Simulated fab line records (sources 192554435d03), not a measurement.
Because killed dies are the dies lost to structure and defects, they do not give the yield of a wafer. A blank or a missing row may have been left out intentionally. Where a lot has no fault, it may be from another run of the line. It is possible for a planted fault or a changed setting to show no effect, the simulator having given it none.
Chamber matching | flow n5_finfet | rie_diel-04 running N5_SD_EPI_P_ETCH_37: 4 sister chambers
The step etches SOC in N2/H2, overetch 108 nm, time 486 s. 4 wafers are shown with their chamber, then 7 later ones without.

WAFERS WITH THEIR CHAMBER
wafer  | chamber | showerhead_plenum_p_Torr (Torr)
L398.4 | 2       | 2.44
L398.6 | 0       | 2.69
L403.3 | 1       | 2.68
L403.5 | 3       | 2.46

WAFERS WITHOUT THEIR CHAMBER
wafer  | showerhead_plenum_p_Torr (Torr)
L403.6 | 2.68
L409.2 | 2.68
L409.3 | 2.45
L409.5 | 2.68
L410.3 | 2.45
L410.5 | 2.68
L410.6 | 2.68

EACH ONE'S CHAMBER
wafer  | from the rows above     | in truth
L403.6 | can't be placed: 1 or 0 | 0
L409.2 | can't be placed: 1 or 0 | 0
L409.3 | can't be placed: 3 or 2 | 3
L409.5 | can't be placed: 1 or 0 | 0
L410.3 | can't be placed: 3 or 2 | 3
L410.5 | can't be placed: 1 or 0 | 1
L410.6 | can't be placed: 1 or 0 | 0
Placed correctly: 0 of 7. Cannot be placed on the basis of these rows: 7; the candidates contain the true chamber in 7. Wrongly placed: 0.
How it was worked out, from the rows above alone: a wafer's distance from a chamber is the root of the sum, over the readings, of the square of ((its reading less the chamber's mean) divided by the reading's scatter). If the next closest chamber is less than 2 further off than the closest, the wafer can't be placed; otherwise it belongs to the closest. For every chamber, the mean is computed from those of its wafers that are shown. The scatter: with one shown wafer a chamber, the root of the mean of the squares of how far each hidden wafer lies from its nearest shown one.
